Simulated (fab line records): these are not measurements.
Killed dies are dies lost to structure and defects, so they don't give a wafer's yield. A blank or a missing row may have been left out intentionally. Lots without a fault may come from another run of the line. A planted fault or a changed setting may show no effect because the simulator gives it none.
Chamber matching / flow n5_finfet / 4 sister chambers for N5_BEOL_M8_ETCH_62 on rie_diel-04
The step etches SOC in N2/H2, target depth 110 nm, overetch 22 nm, time 165 s. 8 wafers are shown with their chamber, then 9 later ones without.

## WAFERS PAIRED WITH THEIR CHAMBERS
wafer=L316.1; chamber=0; drypump_motor_current_A (A)=5.7; throttle_valve_pct (%)=17.52
wafer=L316.6; chamber=2; drypump_motor_current_A (A)=5.8; throttle_valve_pct (%)=18.08
wafer=L318.3; chamber=0; drypump_motor_current_A (A)=5.6; throttle_valve_pct (%)=17.56
wafer=L318.4; chamber=1; drypump_motor_current_A (A)=5.2; throttle_valve_pct (%)=17.50
wafer=L318.6; chamber=3; drypump_motor_current_A (A)=5.3; throttle_valve_pct (%)=17.34
wafer=L320.2; chamber=2; drypump_motor_current_A (A)=5.8; throttle_valve_pct (%)=18.11
wafer=L320.3; chamber=3; drypump_motor_current_A (A)=5.3; throttle_valve_pct (%)=17.36
wafer=L320.4; chamber=1; drypump_motor_current_A (A)=5.3; throttle_valve_pct (%)=17.50

## WAFERS MISSING THEIR CHAMBER
wafer=L321.1; drypump_motor_current_A (A)=5.2; throttle_valve_pct (%)=17.52
wafer=L321.2; drypump_motor_current_A (A)=5.6; throttle_valve_pct (%)=17.55
wafer=L321.5; drypump_motor_current_A (A)=5.4; throttle_valve_pct (%)=17.36
wafer=L323.1; drypump_motor_current_A (A)=5.6; throttle_valve_pct (%)=17.55
wafer=L323.4; drypump_motor_current_A (A)=5.8; throttle_valve_pct (%)=18.12
wafer=L323.5; drypump_motor_current_A (A)=5.6; throttle_valve_pct (%)=17.56
wafer=L324.2; drypump_motor_current_A (A)=5.8; throttle_valve_pct (%)=18.12
wafer=L324.4; drypump_motor_current_A (A)=5.6; throttle_valve_pct (%)=17.58
wafer=L324.5; drypump_motor_current_A (A)=5.2; throttle_valve_pct (%)=17.53

## WHICH CHAMBER EACH WENT THROUGH
wafer=L321.1; from the rows above=1; in truth=1
wafer=L321.2; from the rows above=0; in truth=0
wafer=L321.5; from the rows above=3; in truth=3
wafer=L323.1; from the rows above=0; in truth=0
wafer=L323.4; from the rows above=2; in truth=2
wafer=L323.5; from the rows above=0; in truth=0
wafer=L324.2; from the rows above=2; in truth=2
wafer=L324.4; from the rows above=0; in truth=0
wafer=L324.5; from the rows above=1; in truth=1
Placed correctly: 9 of 9. Not placeable from these rows: 0. 0 placed wrongly.
How it was worked out, from the rows above alone: a wafer's distance from a chamber is the root of the sum, over the readings, of the square of ((its reading less the chamber's mean) divided by the reading's scatter). The wafer belongs to the nearest chamber; if the next one is less than 2 further off, it can't be placed. For every chamber, the mean is computed from those of its wafers that are shown. How the scatter is found: for the shown wafers, subtract from each reading the mean of its chamber, square and add these, divide the total by (wafers less chambers), then take the root.
